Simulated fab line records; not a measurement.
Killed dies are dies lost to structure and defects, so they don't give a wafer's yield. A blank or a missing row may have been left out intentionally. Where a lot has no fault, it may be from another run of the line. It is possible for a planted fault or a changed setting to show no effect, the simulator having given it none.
fab line records	flow nand-harc
record lots=11	wafers=33	last-day=24
route steps=1159 shown P_GATE@200 P_CONTACT@218 END@1159
lots that met no fault: taken from a fault-free run of the same line
start-h: the number of hours between the record's first day and the start of the first shown wafer of the lot	wait-h: hours from the lot's prior step to this one	" identical to the entry in the row above	L1.1+2: a single row standing in for several wafers	- either no value or no given start	* or withheld: withheld	< > ~ a bound
route shown NAME@n: NAME is a module with steps in the file, n the number in the route of the first one	usual: average and standard deviation across the fault-free wafers	same: alike in all rows	chamber/n: place in a boat	sites: the reading at each site	_std_site: the values' standard deviation	_edge_site: outer sites' mean less inner sites'	radius-mm: how far each site lies from the wafer's centre	mask NAME#n: copy n	behind: the last tool/chamber to shape the wafer	hold: cause of the lot's hold/its duration in hours/its outcome	device: the transistor (n, p or np) that didn't switch	end of line: the same wafers' tests at the end of the route	where a step has no rows: the recipe by itself	killed: dies lost to structure and defects at the first sort, not the wafer's yield	map: per-die view of a wafer (x killed, . not killed, _ where there is no die)
set.NAME: the setting the step ran with; set.NAME@STEP: the setting that earlier step ran with	model.NAME: the simulator's own value behind a step, which no gauge read
steps of the route over a sample of lots; a table a step, a row a wafer
services: when a tool's chamber went out of use (start-h, in hours from the record's first day, below 0 if earlier), for how many hours, and the reason
## steps
# step NHARC_P_GATE_CD_MEAS_91
# recipe target-cd-nm=2000	landing-energy-ev=500
# usual cd-nm=2000.9/2.3
lot.wafer	tool	chamber	start-h	wait-h	cd-nm
L497.2	cd-sem-01	0	105.30	-	2003.2
L497.4	"	0	"	"	2003.2
L497.6	"	0	"	"	2004.9
L498.2	cd-sem-01	0	116.09	-	2005.5
L498.3	"	0	"	"	2000.5
L498.5	"	0	"	"	2001.9
L499.2	cd-sem-01	0	118.06	-	1996.6
L499.3	"	0	"	"	1998.2
L499.6	"	0	"	"	1998.9
L505.2	cd-sem-01	0	150.97	-	1998.9
L505.3	"	0	"	"	2001.4
L505.6	"	0	"	"	2002.2
L506.1	cd-sem-03	0	164.56	-	2001.6
L506.2	"	0	"	"	2001.1
L506.3	"	0	"	"	1999.5
L508.2	cd-sem-02	0	172.72	-	2000.8
L508.3	"	0	"	"	2002.1
L508.4	"	0	"	"	2000.7
L507.3	cd-sem-02	0	173.40	-	1999.5
L507.4	"	0	"	"	1999.5
L507.5	"	0	"	"	1999.9
L516.2	cd-sem-03	0	218.93	-	2003.2
L516.3	"	0	"	"	2004.5
L516.5	"	0	"	"	2005.4
L518.1	cd-sem-02	0	234.61	-	2002.1
L518.2	"	0	"	"	1999.6
L518.4	"	0	"	"	2001.7
L519.3	cd-sem-02	0	240.39	-	1999.1
L519.5	"	0	"	"	1998.2
L519.6	"	0	"	"	1997.8
L520.2	cd-sem-01	0	246.40	-	1999.1
L520.5	"	0	"	"	1999.0
L520.6	"	0	"	"	1999.5
# step NHARC_P_CONTACT_DEP_00
# recipe target-thk-a=5000	temp-c=400	pressure-torr=6.5	rf-w=900	teos-flow-sccm=161.4	flow-sccm=2650	target-thk-nm=500	gas=O2	material=SiO2
# usual heater-power-outer-w=343/120	heater-power-w=591/130	showerhead-vpp-V=1816/90	throttle-valve-pct=15.7/0.57
lot.wafer	tool	chamber	start-h	wait-h	heater-power-outer-w	heater-power-w	showerhead-vpp-V	throttle-valve-pct
L497.2	pecvd-04	2	-	-	435	648	1873	15.5
L497.6	"	1	"	"	326	655	1890	16.2
L497.4	"	2	"	"	432	678	1913	15.4
L498.3	pecvd-04	0	-	-	334	623	1766	16.3
L498.2	"	1	"	"	332	651	1907	16.1
L498.5	"	2	"	"	411	614	1890	15.4
L499.3	pecvd-02	1	-	-	328	550	1789	16.0
L499.2	"	2	"	"	149	320	1826	15.6
L499.6	"	0	"	"	367	615	1980	15.5
L505.2	pecvd-04	0	-	-	357	658	1759	16.5
L505.3	"	2	"	"	445	670	1915	15.9
L505.6	"	0	"	"	241	513	1758	16.5
L506.3	pecvd-03	2	-	-	610	853	1824	15.9
L506.2	"	0	"	"	314	568	1794	15.2
L506.1	"	1	"	"	214	428	1665	16.0
L508.2	pecvd-03	0	-	-	266	509	1763	15.0
L508.3	"	2	"	"	600	846	1815	15.4
L508.4	"	0	"	"	291	538	1810	14.9
L507.3	pecvd-02	0	-	-	367	599	2030	14.7
L507.4	"	0	"	"	385	625	1965	14.7
L507.5	"	1	"	"	303	546	1740	16.4
L516.3	pecvd-02	1	-	-	349	590	1753	16.4
L516.2	"	2	"	"	143	309	1828	15.4
L516.5	"	2	"	"	157	333	1834	15.2
L518.2	pecvd-03	2	-	-	606	882	1781	15.8
L518.1	"	0	"	"	295	553	1745	14.9
L518.4	"	1	"	"	254	501	1686	15.8
L519.3	pecvd-03	1	-	-	279	535	1684	15.7
L519.6	"	1	"	"	282	547	1681	16.0
L519.5	"	2	"	"	610	882	1833	16.0
L520.2	pecvd-04	2	-	-	393	599	1880	15.4
L520.5	"	2	"	"	400	605	1871	15.2
L520.6	"	0	"	"	348	653	1757	16.6
# step NHARC_P_CONTACT_PEB_10
# recipe peb-temp-c=100	peb-time-s=65
# usual chill-plate-temp-C=23.02/0.11	heater-power-total-W=156.6/0.41	plate-temp-C=99.99/0.12	resist-line-temp-C=23.00/0.11
lot.wafer	tool	chamber	start-h	wait-h	chill-plate-temp-C	heater-power-total-W	plate-temp-C	resist-line-temp-C
L497.2	litho-track-06	0	110.18	0.1	22.78	157.1	99.90	22.93
L497.4	"	0	"	"	23.03	156.3	99.98	22.88
L497.6	"	0	"	"	22.93	156.0	100.13	22.96
L498.2	litho-track-01	0	120.67	0.1	23.18	157.1	100.12	22.93
L498.3	"	0	"	"	23.28	156.6	99.97	22.92
L498.5	"	0	"	"	23.14	156.4	99.94	23.02
L499.2	litho-track-01	0	122.86	0.1	22.98	157.1	99.92	23.03
L499.3	"	0	"	"	22.84	156.9	99.83	23.15
L499.6	"	0	"	"	22.73	156.4	99.93	23.11
L505.2	litho-track-01	0	155.45	0.1	23.24	157.0	100.22	23.11
L505.3	"	0	"	"	23.14	156.7	100.11	23.11
L505.6	"	0	"	"	23.09	156.8	99.95	22.98
L506.1	litho-track-01	0	169.38	0.1	23.10	159.5	101.08	23.10
L506.2	"	0	"	"	22.97	158.7	101.03	23.19
L506.3	"	0	"	"	23.02	159.3	101.28	23.10
L508.2	litho-track-04	0	177.30	0.1	22.96	156.0	99.79	22.96
L508.3	"	0	"	"	23.08	156.5	99.91	22.82
L508.4	"	0	"	"	22.97	157.0	99.85	22.99
L507.3	litho-track-01	0	178.10	0.0	22.98	159.1	101.27	23.02
L507.4	"	0	"	"	22.95	159.6	101.22	22.88
L507.5	"	0	"	"	23.04	159.3	101.27	22.93
L516.2	litho-track-06	0	223.71	0.1	22.94	157.2	99.88	22.78
L516.3	"	0	"	"	22.94	155.9	100.05	22.98
L516.5	"	0	"	"	23.00	156.5	100.32	22.92
L518.1	litho-track-04	0	239.28	0.1	23.17	157.1	99.93	22.86
L518.2	"	0	"	"	23.19	156.4	99.87	22.92
L518.4	"	0	"	"	23.13	157.1	99.83	22.82
L519.3	litho-track-04	0	245.12	0.0	23.10	157.1	100.03	23.14
L519.5	"	0	"	"	22.99	155.9	100.00	22.85
L519.6	"	0	"	"	23.09	156.3	100.17	22.90
L520.2	litho-track-01	0	251.01	0.1	22.90	157.0	100.20	22.94
L520.5	"	0	"	"	22.74	156.1	99.90	23.11
L520.6	"	0	"	"	22.98	157.1	99.95	23.03
# step NHARC_P_CONTACT_CD_MEAS_12
# recipe target-cd-nm=90	landing-energy-ev=500
# usual cd-nm=89.9/0.57
lot.wafer	tool	chamber	start-h	wait-h	hold	cd-nm
L497.2	cd-sem-01	0	110.26	-	-	90.1
L497.4	"	0	"	"	-	89.3
L497.6	"	0	"	"	-	89.7
L498.2	cd-sem-03	0	120.75	-	-	90.7
L498.3	"	0	"	"	-	90.4
L498.5	"	0	"	"	-	90.9
L499.2	cd-sem-02	0	122.95	-	-	90.9
L499.3	"	0	"	"	-	90.8
L499.6	"	0	"	"	-	89.7
L505.2	cd-sem-01	0	155.53	-	-	89.7
L505.3	"	0	"	"	-	89.7
L505.6	"	0	"	"	-	90.1
L506.1	cd-sem-03	0	169.46	-	await-dispo/0.2h/release	93.7
L506.2	"	0	"	"	await-dispo/0.2h/release	94.7
L506.3	"	0	"	"	await-dispo/0.2h/release	93.1
L506.1	cd-sem-03	0	-	-	-	93.6
L506.2	"	0	"	"	-	95.2
L506.3	"	0	"	"	-	93.4
L508.2	cd-sem-03	0	177.38	-	-	89.0
L508.3	"	0	"	"	-	89.6
L508.4	"	0	"	"	-	89.7
L507.3	cd-sem-01	0	178.18	-	await-dispo/0.2h/release	95.0
L507.4	"	0	"	"	await-dispo/0.2h/release	94.6
L507.5	"	0	"	"	await-dispo/0.2h/release	94.2
L507.3	cd-sem-01	0	-	-	-	94.9
L507.4	"	0	"	"	-	94.5
L507.5	"	0	"	"	-	94.4
L516.2	cd-sem-01	0	223.79	-	-	90.5
L516.3	"	0	"	"	-	89.9
L516.5	"	0	"	"	-	90.5
L518.1	cd-sem-02	0	239.36	-	-	89.8
L518.2	"	0	"	"	-	89.3
L518.4	"	0	"	"	-	89.6
L519.3	cd-sem-01	0	245.20	-	-	89.5
L519.5	"	0	"	"	-	90.3
L519.6	"	0	"	"	-	89.3
L520.2	cd-sem-02	0	251.09	-	-	89.4
L520.5	"	0	"	"	-	89.6
L520.6	"	0	"	"	-	90.4
# step NHARC_P_CONTACT_ETCH_31
# recipe target-depth-a=300	time-s=85.7	ion-energy-ev=120	over-etch-frac=1	ch3f-flow-sccm=50	o2-flow-sccm=30	ar-flow-sccm=200	rf-w=500	bias-w=100	chemistry=CH3F/O2
# usual drypump-motor-current-A=5.9/0.44	oes-product-au=0.981/0.013	rf-vpp-V=243.7/1.7	showerhead-plenum-p-Torr=2.42/0.11	throttle-valve-pct=20.663/0.0086
lot.wafer	tool	chamber	start-h	wait-h	drypump-motor-current-A	oes-product-au	rf-hours-counter-h	rf-vpp-V	showerhead-plenum-p-Torr	throttle-valve-pct
L497.2	rie-diel-04	3	-	-	6.4	0.985	19	242.9	2.31	20.661
L497.4	"	1	"	"	5.1	0.967	18	244.0	2.40	20.670
L497.6	"	3	"	"	6.4	0.978	-	242.4	2.31	20.654
L498.3	rie-diel-13	3	-	-	5.8	0.997	6	242.3	2.30	20.667
L498.2	"	1	"	"	5.4	0.994	5	245.1	2.51	20.656
L498.5	"	1	"	"	5.4	0.996	-	245.2	2.51	20.678
L499.2	rie-diel-08	2	-	-	6.0	0.990	14	244.5	2.50	20.663
L499.3	"	3	"	"	5.9	0.985	13	241.9	2.36	20.671
L499.6	"	1	"	"	6.8	0.982	-	243.0	2.39	20.662
L505.2	rie-diel-04	1	-	-	5.1	0.986	5	244.7	2.40	20.677
L505.3	"	2	"	"	5.7	0.982	5	243.1	2.30	20.664
L505.6	"	3	"	"	6.4	1.000	-	241.5	2.31	20.674
L506.1	rie-diel-08	3	-	-	5.9	0.974	3	243.2	2.35	20.651
L506.2	"	1	"	"	6.7	0.979	3	244.3	2.39	20.652
L506.3	"	2	"	"	6.0	0.974	3	244.5	2.50	20.674
L508.3	rie-diel-08	3	-	-	5.9	0.966	4	243.5	2.35	20.673
L508.2	"	0	"	"	5.8	0.984	4	243.3	2.53	20.666
L508.4	"	2	"	"	6.0	0.980	4	245.3	2.50	20.656
L507.3	rie-diel-04	2	-	-	5.7	0.973	7	240.5	2.30	20.669
L507.4	"	3	"	"	6.4	0.984	7	242.3	2.31	20.655
L507.5	"	2	"	"	5.7	0.986	-	242.0	2.30	20.642
L516.3	rie-diel-13	0	-	-	5.3	0.980	43	244.7	2.55	20.662
L516.2	"	2	"	"	5.5	0.995	44	241.3	2.30	20.660
L516.5	"	0	"	"	5.3	0.971	-	246.5	2.55	20.666
L518.1	rie-diel-13	3	-	-	5.8	0.998	50	242.3	2.29	20.651
L518.2	"	0	"	"	5.3	0.988	49	243.4	2.54	20.657
L518.4	"	1	"	"	5.4	0.992	42	245.8	2.49	20.662
L519.3	rie-diel-04	3	-	-	6.4	0.950	14	240.6	2.30	20.665
L519.5	"	2	"	"	5.7	0.974	-	242.2	2.30	20.660
L519.6	"	3	"	"	6.4	0.952	-	242.8	2.30	20.675
L520.2	rie-diel-04	0	-	-	5.9	0.969	15	245.1	2.60	20.659
L520.5	"	3	"	"	6.4	0.990	-	241.8	2.30	20.665
L520.6	"	0	"	"	5.9	0.981	-	245.4	2.60	20.668
# step NHARC_P_CONTACT_CD_MEAS_19
# usual cd-nm=89.9/1.5
lot.wafer	tool	chamber	start-h	wait-h	hold	cd-nm
L497.2	cd-sem-02	-	111.32	-	-	92.6
L497.4	"	-	"	"	-	88.2
L497.6	"	-	"	"	-	86.9
L498.2	cd-sem-01	-	122.05	-	-	92.2
L498.3	"	-	"	"	-	91.8
L498.5	"	-	"	"	-	92.9
L499.2	cd-sem-02	-	124.11	-	-	90.4
L499.3	"	-	"	"	-	91.8
L499.6	"	-	"	"	-	89.7
L505.2	cd-sem-02	-	156.59	-	-	88.2
L505.3	"	-	"	"	-	88.5
L505.6	"	-	"	"	-	89.3
L506.1	cd-sem-03	-	175.45	-	await-dispo/0.2h/release	94.7
L506.2	"	-	"	"	await-dispo/0.2h/release	96.7
L506.3	"	-	"	"	await-dispo/0.2h/release	96.1
L506.1	cd-sem-03	-	175.64	0.2	-	94.9
L506.2	"	-	"	"	-	97.1
L506.3	"	-	"	"	-	95.9
L508.2	cd-sem-03	-	178.44	-	-	90.9
L508.3	"	-	"	"	-	89.6
L508.4	"	-	"	"	-	90.4
L507.3	cd-sem-01	-	183.32	-	-	93.0
L507.4	"	-	"	"	-	95.1
L507.5	"	-	"	"	-	92.7
L516.2	cd-sem-01	-	224.89	-	-	89.1
L516.3	"	-	"	"	-	88.1
L516.5	"	-	"	"	-	88.1
L518.1	cd-sem-03	-	241.79	-	-	90.2
L518.2	"	-	"	"	-	89.0
L518.4	"	-	"	"	-	89.0
L519.3	cd-sem-03	-	246.25	-	-	89.6
L519.5	"	-	"	"	-	90.7
L519.6	"	-	"	"	-	88.2
L520.2	cd-sem-02	-	252.37	-	-	90.0
L520.5	"	-	"	"	-	89.7
L520.6	"	-	"	"	-	90.5
# step NHARC_END_SORT_01
# recipe temp-c=25
# usual killed-at-array=21/8.9	killed-at-other=0.8/1.3	killed-at-periphery=3.6/2.4	killed-dies=26/8.9	killed-open=3.1/1.8	killed-short=1.9/1.3
# same gross-dies=677
lot.wafer	tool	chamber	start-h	wait-h	killed-at-array	killed-at-other	killed-at-periphery	killed-dies	killed-open	killed-short
L507.3	prober-02	0	559.61	3.1	30	2	3	35	1	3
L507.4	prober-02	0	560.42	3.4	33	1	4	38	2	2
L507.5	prober-02	0	561.22	3.7	23	2	4	29	1	2
# killed by level:class
L507.3 A_CHANNEL_HOLE_D1:chamber-film-flake=16 A_SLIT:chamber-film-flake=8 A_CONTACT:chamber-film-flake=3 P_M0:geometric-particle:short=1 A_M0:geometric-particle:short=1 A_M1:geometric-particle:open=1 P_ZERO_WELL:chamber-film-flake=1 P_M1:chamber-film-flake=1
L507.4 A_CHANNEL_HOLE_D1:chamber-film-flake=14 A_SLIT:chamber-film-flake=14 P_CONTACT:geometric-particle:open=2 A_CONTACT:chamber-film-flake=2 A_SGD_CUT:geometric-particle:short=1 P_ZERO_WELL:chamber-film-flake=1 P_M1:chamber-film-flake=1 STARTING-WAFER:geometric-particle:short=1
L507.5 A_CHANNEL_HOLE_D1:chamber-film-flake=14 A_SLIT:chamber-film-flake=3 A_CONTACT:chamber-film-flake=3 P_ZERO_WELL:chamber-film-flake=2 P_M1:chamber-film-flake=2 THIN_TSV:chamber-film-flake=2 A_CHANNEL_HOLE_D1:geometric-particle:short=1 A_CONTACT:geometric-particle:short=1
## services
tool	chamber	start-h	hours	kind
rie-diel-04	0	90.94	-	clean
rie-diel-04	1	90.94	-	clean
rie-diel-04	2	90.94	-	clean
litho-track-01	-	93.00	7.0	pm
rie-diel-04	0	98.53	4.5	repair
rie-diel-13	-	99.00	9.0	pm
pecvd-03	0	101.09	9.0	repair
pecvd-03	0	110.46	8.2	repair
pecvd-03	-	111.00	13.0	pm
rie-diel-04	-	111.94	9.0	pm
litho-track-06	-	117.00	7.0	pm
rie-diel-13	2	119.04	3.8	repair
rie-diel-08	-	124.80	9.0	pm
litho-track-04	-	141.00	7.0	pm
rie-diel-13	1	144.18	5.4	repair
pecvd-02	-	153.00	13.0	pm
rie-diel-13	1	165.26	10.3	repair
pecvd-03	1	168.71	2.0	repair
pecvd-03	-	191.38	0.8	repair
rie-diel-04	2	195.37	6.4	repair
pecvd-04	-	196.68	13.0	pm
rie-diel-04	2	209.85	3.1	repair
rie-diel-08	2	217.48	6.4	repair
litho-track-01	-	240.00	-	consumable-replace:filter
## key
first-sign step=NHARC_P_CONTACT_PEB_10	reading=plate-temp-C	direction=up	sigmas=10	usual=*	struck=*
effect step=NHARC_P_CONTACT_PEB_10	reading=heater-power-total-W	direction=up	sigmas=6.5	usual=*	struck=*
effect step=NHARC_P_CONTACT_CD_MEAS_12	reading=visit	direction=added
effect step=NHARC_P_CONTACT_CD_MEAS_12	reading=cd-nm	direction=up	sigmas=7.7	usual=89.9	struck=94.2
effect step=NHARC_P_CONTACT_CD_MEAS_19	reading=visit	direction=added
met-at NHARC_P_CONTACT_PEB_10
struck-lots L506,L507
tester-left-out L506,L507
not-acting-at NHARC_P_GATE_CD_MEAS_91,NHARC_P_CONTACT_DEP_00,NHARC_P_CONTACT_ETCH_31
onset-between 155.45 169.38
fault kind=process-parameter-drift	tool=litho-track-01	chamber=-	onset-h=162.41	steps=NHARC_P_CONTACT_PEB_10	channel=peb-temp-c	offset=*	shape=step	end-h=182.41	acts-in=*	stated=*
# tester-left-out: of these lots the tester's yield and bins aren't shown, on N5 and GAA mostly nor the transistor test; their killed dies are dies lost to structure and defects alone, not to doping, threshold or leakage, so they don't give the yield
